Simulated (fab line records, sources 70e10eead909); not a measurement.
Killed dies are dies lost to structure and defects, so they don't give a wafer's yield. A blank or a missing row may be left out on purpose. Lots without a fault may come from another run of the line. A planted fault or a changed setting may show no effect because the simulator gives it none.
fab line records | flow nand_harc
record lots=14 wafers=42 last_day=34
route steps=1302 shown A_CHANNEL_HOLE_D1@487 A_DECK1_JOINT@542 A_ONON_D2@547 END@1302
lots that met no fault: from a run of the same line without faults
start_h: hours from the record's first day to the start of the lot's first wafer shown | wait_h: hours since the lot's step before | " the same as in the row above | L1.1+2: a row that stands for several wafers | - no value, or no start given | * or withheld: withheld | < > ~ a bound
route shown NAME@n: a module of which the file shows steps, and the number in the route of the first | usual: mean/standard deviation of fault-free wafers | same: alike in all rows | chamber/n: place in a boat | sites: the reading at each site | _std_site: their standard deviation | _edge_site: outer sites' mean less inner sites' | radius_mm: how far each site lies from the wafer's centre | mask NAME#n: copy n | behind: the tool/chamber that last shaped the wafer | hold: why the lot was held/for how many hours/how that ended | device: the transistor (n, p or np) that didn't switch | end of line: the same wafers' tests at the end of the route | a step without rows: its recipe alone | killed: dies lost to structure and defects at the first sort, not the wafer's yield | map: a wafer's dies, x killed, . not, _ none there
set.NAME: the setting as run; set.NAME@STEP: as run at that earlier step | model.NAME: the simulator's own value behind a step, which no gauge read
steps of the route over a sample of lots; a table a step, a row a wafer
services: from which hour (start_h, from the record's first day; less than 0 if before it) a tool's chamber was out of use, for how many hours, and why
## steps
# step NHARC_A_CHANNEL_HOLE_D1_CD_MEAS_30
# usual cd_nm=90.3/1.5
# columns lot.wafer tool chamber start_h wait_h cd_nm
L554.1 cd_sem-01 - 197.95 - 93.8
L554.2 " - " " 89.7
L554.5 " - " " 90.5
L553.2 cd_sem-01 - 198.35 - 91.0
L553.3 " - " " 89.6
L553.5 " - " " 88.0
L552.3 cd_sem-03 - 201.67 - 89.7
L552.4 " - " " 90.7
L552.5 " - " " 89.9
L555.2 cd_sem-01 - 215.44 - 89.6
L555.4 " - " " 89.9
L555.6 " - " " 89.6
L556.1 cd_sem-01 - 222.89 - 87.5
L556.2 " - " " 89.5
L556.4 " - " " 88.8
L557.2 cd_sem-03 - 242.78 - 89.6
L557.5 " - " " 90.2
L557.6 " - " " 90.6
L558.1 cd_sem-01 - 244.72 - 91.8
L558.2 " - " " 91.1
L558.4 " - " " 91.9
L559.1 cd_sem-03 - 270.23 - 93.7
L559.2 " - " " 91.0
L559.4 " - " " 92.3
L562.1 cd_sem-03 - 277.50 - 93.0
L562.3 " - " " 90.3
L562.5 " - " " 90.6
L564.1 cd_sem-01 - 303.66 - 88.1
L564.5 " - " " 91.5
L564.6 " - " " 90.3
L566.1 cd_sem-02 - 331.30 - 90.7
L566.4 " - " " 90.2
L566.6 " - " " 91.2
L568.1 cd_sem-02 - 346.58 - 88.4
L568.3 " - " " 89.2
L568.6 " - " " 88.8
L572.1 cd_sem-02 - 380.75 - 89.0
L572.3 " - " " 88.7
L572.4 " - " " 92.0
L573.3 cd_sem-03 - 407.47 - 91.0
L573.4 " - " " 89.0
L573.6 " - " " 90.7
# step NHARC_A_DECK1_JOINT_DEP_16
# recipe target_thk_a=450 temp_c=400 pressure_torr=6.5 rf_w=900 teos_flow_sccm=161.4 flow_sccm=2650 target_thk_nm=45 gas=O2 material=SiO2
# usual heater_power_w=530/120 throttle_valve_pct=16.0/0.57
# columns lot.wafer tool chamber start_h wait_h heater_power_w throttle_valve_pct
L554.2 pecvd-03 1 280.35 0.1 646 16.3
L554.1 " 2 " " 442 15.4
L554.5 " 1 " " 651 16.3
L553.3 pecvd-03 1 280.52 0.3 657 16.4
L553.2 " 0 " " 449 16.4
L553.5 " 0 " " 439 16.7
L552.3 pecvd-04 2 291.15 0.1 336 16.9
L552.4 " 0 " " 706 16.6
L552.5 " 2 " " 344 16.8
L556.1 pecvd-04 0 301.47 0.2 736 16.3
L556.2 " 2 " " 439 16.9
L556.4 " 2 " " 319 17.1
L555.2 pecvd-01 1 301.47 0.2 650 15.9
L555.6 " 2 " " 398 15.9
L555.4 " 0 " " 590 15.6
L557.2 pecvd-03 0 327.04 0.1 483 16.3
L557.5 " 0 " " 363 16.5
L557.6 " 1 " " 630 16.1
L558.2 pecvd-04 2 327.04 0.1 370 17.1
L558.1 " 0 " " 639 16.5
L558.4 " 1 " " 650 15.2
L559.2 pecvd-04 1 359.56 0.2 631 15.5
L559.1 " 0 " " 692 16.4
L559.4 " 1 " " 625 15.2
L562.1 pecvd-01 2 360.26 0.1 493 15.7
L562.3 " 1 " " 552 15.8
L562.5 " 1 " " 567 15.7
L564.1 pecvd-03 1 392.64 0.1 539 16.6
L564.5 " 0 " " 424 15.9
L564.6 " 1 " " 553 16.7
L566.1 pecvd-03 0 413.78 0.3 449 16.0
L566.4 " 2 " " 292 15.7
L566.6 " 1 " " 535 16.7
L568.3 pecvd-01 0 438.47 0.1 575 15.5
L568.1 " 2 " " 442 15.8
L568.6 " 0 " " 581 15.5
L572.1 pecvd-01 2 467.72 0.1 459 15.7
L572.3 " 0 " " 584 15.8
L572.4 " 1 " " 650 15.8
L573.3 pecvd-03 2 495.65 0.1 383 15.7
L573.6 " 1 " " 590 16.8
L573.4 " 2 " " 395 15.3
# step NHARC_A_ONON_D2_DEP_03
# recipe target_thk_a=10000 n2_flow_sccm=2750 n2o_flow_sccm=2000 nh3_flow_sccm=500 sih4_flow_sccm=210 temp_c=400
# columns lot.wafer tool chamber start_h wait_h
L554.1+2+5 pecvd_onon-03 0 281.30 0.1
L553.2+3+5 pecvd_onon-04 0 281.53 0.1
L552.3+4+5 pecvd_onon-03 0 292.16 0.2
L555.2+4+6 pecvd_onon-03 0 302.42 0.1
L556.1+2+4 pecvd_onon-04 0 302.42 0.1
L558.1+2+4 pecvd_onon-01 0 328.02 0.1
L557.2+5+6 pecvd_onon-03 0 328.04 0.1
L559.1+2+4 pecvd_onon-01 0 360.50 0.1
L562.1+3+5 pecvd_onon-01 0 361.28 0.1
L564.1+5+6 pecvd_onon-01 0 393.53 0.1
L566.1+4+6 pecvd_onon-04 0 414.98 0.2
L568.1+3+6 pecvd_onon-04 0 439.42 0.1
L572.1+3+4 pecvd_onon-04 0 468.67 0.1
L573.3+4+6 pecvd_onon-04 0 496.66 0.2
# step NHARC_A_ONON_D2_THK_MEAS_05
# recipe thk_meas_gauge=ellipsometry
# usual thk_nm=1001/8.4
# columns lot.wafer tool chamber start_h wait_h thk_nm
L554.1 film_metro-01 - 281.81 - 1005
L554.2 " - " " 1006
L554.5 " - " " 1005
L553.2 film_metro-01 - 281.98 - 998
L553.3 " - " " 998
L553.5 " - " " 999
L552.3 film_metro-02 - 292.56 - 979
L552.4 " - " " 978
L552.5 " - " " 977
L555.2 film_metro-01 - 302.87 - 1012
L555.4 " - " " 1010
L555.6 " - " " 1009
L556.1 film_metro-02 - 302.93 - 1005
L556.2 " - " " 1005
L556.4 " - " " 1003
L557.2 film_metro-02 - 328.49 - 1000
L557.5 " - " " 999
L557.6 " - " " 1000
L558.1 film_metro-01 - 328.52 - 1017
L558.2 " - " " 1016
L558.4 " - " " 1016
L559.1 film_metro-01 - 361.03 - 998
L559.2 " - " " 997
L559.4 " - " " 998
L562.1 film_metro-02 - 361.79 - 991
L562.3 " - " " 989
L562.5 " - " " 990
L564.1 film_metro-01 - 394.04 - 993
L564.5 " - " " 994
L564.6 " - " " 994
L566.1 film_metro-02 - 415.49 - 1003
L566.4 " - " " 1002
L566.6 " - " " 1002
L568.1 film_metro-01 - 439.93 - 1010
L568.3 " - " " 1008
L568.6 " - " " 1010
L572.1 film_metro-01 - 469.17 - 1651
L572.3 " - " " 1650
L572.4 " - " " 1650
L573.3 film_metro-01 - 497.06 - 1655
L573.4 " - " " 1655
L573.6 " - " " 1656
# step NHARC_END_SORT_01
# recipe temp_c=25
# usual killed_at_array=41/10 killed_at_other=0.8/0.91 killed_at_periphery=4.2/2.9 killed_dies=46/10 killed_open=3.5/2.1 killed_short=2.5/1.6
# same gross_dies=677
# columns lot.wafer tool chamber start_h wait_h killed_at_array killed_at_other killed_at_periphery killed_dies killed_open killed_short
L572.1 prober-02 0 739.54 2.5 676 0 1 677 2 2
L572.3 prober-02 0 741.14 3.1 670 1 6 677 6 3
L572.4 prober-02 0 741.94 3.4 670 0 7 677 1 5
L573.3 prober-01 0 804.68 3.1 670 0 7 677 2 1
L573.4 prober-01 0 805.47 3.4 666 2 9 677 2 3
L573.6 prober-01 0 807.06 4.0 666 1 10 677 2 2
# killed by level:class
L572.1 A_ONON_D2:area_dep=632 A_CHANNEL_HOLE_D2:chamber_film_flake=19 A_CONTACT:chamber_film_flake=10 A_CHANNEL_HOLE_D1:chamber_film_flake=6 A_SLIT:chamber_film_flake=2 A_SOURCE_PLATE:geometric_particle:open=1 A_DECK1_JOINT:geometric_particle:short=1 A_CHANNEL_FILL_D2:geometric_particle:short=1
L572.3 A_ONON_D2:area_dep=632 A_CHANNEL_HOLE_D2:chamber_film_flake=11 A_STAIRCASE:chamber_film_flake=7 A_SLIT:chamber_film_flake=7 P_GATE:chamber_film_flake=3 A_CHANNEL_HOLE_D1:chamber_film_flake=3 A_CONTACT:chamber_film_flake=3 P_CONTACT:geometric_particle:open=1
L572.4 A_ONON_D2:area_dep=639 A_CHANNEL_HOLE_D2:chamber_film_flake=8 A_CHANNEL_HOLE_D1:chamber_film_flake=5 A_CONTACT:chamber_film_flake=5 A_SLIT:chamber_film_flake=4 A_ONON_D1:geometric_particle:short=3 P_GATE:chamber_film_flake=3 A_STAIRCASE:chamber_film_flake=3
L573.3 A_ONON_D2:area_dep=633 A_SLIT:chamber_film_flake=15 A_CONTACT:chamber_film_flake=11 A_CHANNEL_HOLE_D1:chamber_film_flake=5 P_CONTACT:chamber_film_flake=4 P_ZERO_WELL:chamber_film_flake=2 A_WL_FILL:chamber_film_flake=2 P_CONTACT:geometric_particle:open=1
L573.4 A_ONON_D2:area_dep=628 A_SLIT:chamber_film_flake=13 A_CONTACT:chamber_film_flake=10 A_CHANNEL_HOLE_D1:chamber_film_flake=6 P_CONTACT:chamber_film_flake=5 P_ZERO_WELL:chamber_film_flake=3 A_WL_FILL:chamber_film_flake=3 THIN_TSV:chamber_film_flake=2
L573.6 A_ONON_D2:area_dep=626 A_SLIT:chamber_film_flake=14 A_CONTACT:chamber_film_flake=12 P_CONTACT:chamber_film_flake=6 A_STAIRCASE:chamber_film_flake=3 A_CHANNEL_HOLE_D1:chamber_film_flake=2 A_WL_FILL:chamber_film_flake=2 A_M1:chamber_film_flake=2
## services
# columns tool chamber start_h hours kind
pecvd_onon-01 - 267.05 3.5 repair
pecvd-04 - 269.12 13.0 pm
pecvd-04 0 269.12 13.0 vent_cycle
pecvd-04 1 269.12 13.0 vent_cycle
pecvd_onon-01 - 287.94 5.8 repair
pecvd-01 - 311.15 13.0 pm
pecvd-03 0 315.61 6.5 repair
pecvd_onon-04 - 316.48 13.0 pm
pecvd-04 1 328.17 2.1 repair
pecvd-03 - 366.14 13.0 pm
pecvd-03 0 366.14 13.0 vent_cycle
pecvd-03 1 366.14 13.0 vent_cycle
pecvd-03 2 366.14 13.0 vent_cycle
pecvd-03 0 379.14 - clean
pecvd-03 1 379.14 - clean
pecvd-03 2 379.14 - clean
pecvd-01 2 380.34 5.8 repair
pecvd-04 0 396.76 18.1 repair
pecvd_onon-03 - 408.00 13.0 pm
pecvd-03 1 432.58 18.5 repair
pecvd-04 - 450.12 13.0 pm
pecvd_onon-01 - 451.64 13.0 pm
pecvd_onon-03 - 481.26 9.3 repair
pecvd-01 - 492.22 13.0 pm
## key
first_sign step=NHARC_A_ONON_D2_THK_MEAS_05 reading=thk_nm direction=up sigmas=78 usual=1001 struck=1653
effect step=NHARC_END_SORT_01 reading=killed_dies direction=up sigmas=63 usual=46 struck=677
more_kills_born_at NHARC_A_ONON_D2_DEP_03@pecvd_onon-04=3790
met_at NHARC_A_ONON_D2_DEP_03
struck_lots L572,L573
struck_wafers L572.1,L572.3,L572.4,L573.3,L573.4,L573.6
later_rows_left_out L572.1,L572.3,L572.4,L573.3,L573.4,L573.6
tester_left_out L572,L573
not_acting_at NHARC_A_CHANNEL_HOLE_D1_CD_MEAS_30,NHARC_A_DECK1_JOINT_DEP_16
onset_between 439.42 468.67
also_fits time
fault kind=process_parameter_drift tool=pecvd_onon-04 chamber=0 onset_h=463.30 steps=NHARC_A_ONON_D2_DEP_03 channel=target_thk_a offset=* shape=step end_h=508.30 acts_in=* stated=*
# tester_left_out: of these lots the tester's yield and bins aren't shown, on N5 and GAA mostly nor the transistor test; their killed dies are dies lost to structure and defects alone, not to doping, threshold or leakage, so they don't give the yield
# later_rows_left_out: the simulator's readings of these wafers behind a module that went badly wrong aren't trusted and aren't shown, but for the sort
